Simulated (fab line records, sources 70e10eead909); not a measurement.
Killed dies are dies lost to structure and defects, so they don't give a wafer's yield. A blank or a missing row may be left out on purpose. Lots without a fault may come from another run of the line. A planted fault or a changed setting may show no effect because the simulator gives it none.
Chamber matching | flow nand_harc | NHARC_P_GATE_ETCH_32 on rie_si-06: 4 sister chambers
The step etches the open film in HBr/Cl2, target depth 150 nm, time 100.1 s. 8 wafers are shown with their chamber, then 7 later ones without.

WAFERS WITH THEIR CHAMBER
wafer  | chamber | drypump_motor_current_A (A) | oes_product_au (a.u.)
L741.3 | 3       | 6.3                         | 1.000
L741.5 | 2       | 5.6                         | 0.993
L743.5 | 0       | 5.7                         | 0.988
L744.1 | 2       | 5.5                         | 0.999
L744.3 | 1       | 4.6                         | 1.007
L744.5 | 3       | 6.4                         | 0.990
L748.1 | 0       | 5.7                         | 0.989
L748.2 | 1       | 4.6                         | 0.989

WAFERS WITHOUT THEIR CHAMBER
wafer  | drypump_motor_current_A (A) | oes_product_au (a.u.)
L748.4 | 5.5                         | 0.997
L753.1 | 5.5                         | 0.986
L753.4 | 5.5                         | 0.991
L753.5 | 5.7                         | 0.999
L757.1 | 4.6                         | 1.000
L757.3 | 6.4                         | 1.000
L757.4 | 5.7                         | 0.993

WHICH CHAMBER EACH WENT THROUGH
wafer  | from the rows above     | in truth
L748.4 | 2                       | 2
L753.1 | 2                       | 2
L753.4 | 2                       | 2
L753.5 | can't be placed: 0 or 2 | 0
L757.1 | 1                       | 1
L757.3 | 3                       | 3
L757.4 | 0                       | 0
Placed correctly: 6 of 7. Can't be placed from these rows: 1 (the true chamber is among the candidates in 1). Placed wrongly: 0.
How it was worked out, from the rows above alone: a wafer's distance from a chamber is the root of the sum, over the readings, of the square of ((its reading less the chamber's mean) divided by the reading's scatter). The wafer belongs to the nearest chamber; if the next one is less than 2 further off, it can't be placed. A chamber's mean is the mean of its shown wafers. The scatter: the root of (the sum of the squares of (reading less its chamber's mean) over the shown wafers, divided by (wafers less chambers)).
